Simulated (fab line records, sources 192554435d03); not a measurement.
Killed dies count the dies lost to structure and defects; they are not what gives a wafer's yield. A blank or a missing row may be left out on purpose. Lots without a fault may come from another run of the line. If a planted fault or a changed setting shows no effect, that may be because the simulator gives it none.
A single fault, viewed from 3 desks | flow n5 finfet | what lay behind the numbers comes last; until then each desk has only its own

== FROM THE METROLOGY DESK ==
What the gauges read, lot by lot, whatever tool the lot ran on: means of the sampled wafers that have a number. If a lot's mean is further than 4 standard deviations from the usual mean, the lot is out of limits and carries the mark OUT (the distance appears in the brackets).
Columns: A = cd nm at N5_BEOL_M6_CD_MEAS_18, usual 40.1 nm; B = cd nm at N5_BEOL_M6_CD_MEAS_28, usual 40.01 nm; C = V5_OVL at N5_BEOL_M6_OVL_MEAS_29, usual 0.0 nm
lot  | first seen here | A    | B     | C
L949 | day 8 10:43     | 39.7 | 40.09 | -0.3
L951 | day 9 05:40     | 40.0 | 39.94 | 1.0
L960 | day 11 16:20    | 40.0 | 40.10 | 0.2
L961 | day 12 14:18    | 40.5 | 40.09 | -0.0
L963 | day 12 19:10    | 40.6 | 39.99 | 0.7
L970 | day 14 08:53    | 39.6 | 40.05 | -0.1
This desk found nothing out of limits on any of the 6 lots.

== AT THE TOOL OWNER'S DESK: litho track-05 ==
The tool's own readings at N5_BEOL_M6_COAT_22 (resist thk 30 nm): means of the sampled wafers that have a number, for each lot that ran on this tool. If a lot's mean is further than 4 standard deviations from the usual mean, the lot is out of limits and carries the mark OUT (the distance appears in the brackets).
Columns: A = spin speed rpm at N5_BEOL_M6_COAT_22, usual 1499.8 rpm
lot  | first seen here | A
L951 | day 9 05:43     | 1499.4
L960 | day 11 17:31    | 1439.8 (-55) OUT
L961 | day 12 15:46    | 1439.7 (-55) OUT
This desk's finding: out of limits on L960, L961; first on L960, day 11 17:31 (spin speed rpm at N5_BEOL_M6_COAT_22). L951 stayed within limits.

== THE DEFECT DESK ==
Per lot, the means of the sampled wafers with a number show what the inspections along the route counted. If a lot's mean is further than 4 standard deviations from the usual mean, the lot is out of limits and carries the mark OUT (the distance appears in the brackets).
Columns: A = raw defect count at N5_BEOL_M6_INSPECT_13, usual 394; B = raw defect count at N5_BEOL_M6_INSPECT_30, usual 392
lot  | first seen here | A   | B
L949 | day 8 09:53     | 438 | 441
L951 | day 9 04:22     | 576 | 509
L960 | day 11 15:44    | 402 | 423
L961 | day 12 13:26    | 364 | 347
L963 | day 12 18:40    | 358 | 353
L970 | day 14 08:19    | 296 | 299
This desk found nothing out of limits on any of the 6 lots.

== TAKEN TOGETHER ==
The tool owner's desk had the chance to raise an alarm at day 11 17:31 on L960, L961.
The metrology desk saw nothing out of limits.
The defect desk saw nothing out of limits.
The metrology desk holds a record of L960, L961, inside its limits.
The defect desk has L960, L961 on record, within its limits.
All the named lots went through N5_BEOL_M6_COAT_22 on litho track-05.

== WHAT HAD BEEN PUT IN BY THE SIMULATOR ==
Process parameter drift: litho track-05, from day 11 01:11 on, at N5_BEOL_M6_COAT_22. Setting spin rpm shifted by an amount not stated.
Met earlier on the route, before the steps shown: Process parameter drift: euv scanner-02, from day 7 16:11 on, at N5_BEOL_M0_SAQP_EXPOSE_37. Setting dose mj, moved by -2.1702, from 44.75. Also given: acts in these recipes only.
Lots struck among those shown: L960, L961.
Time in hours from fault onset to the first out-of-limits reading at each desk: the tool owner's desk, 16.
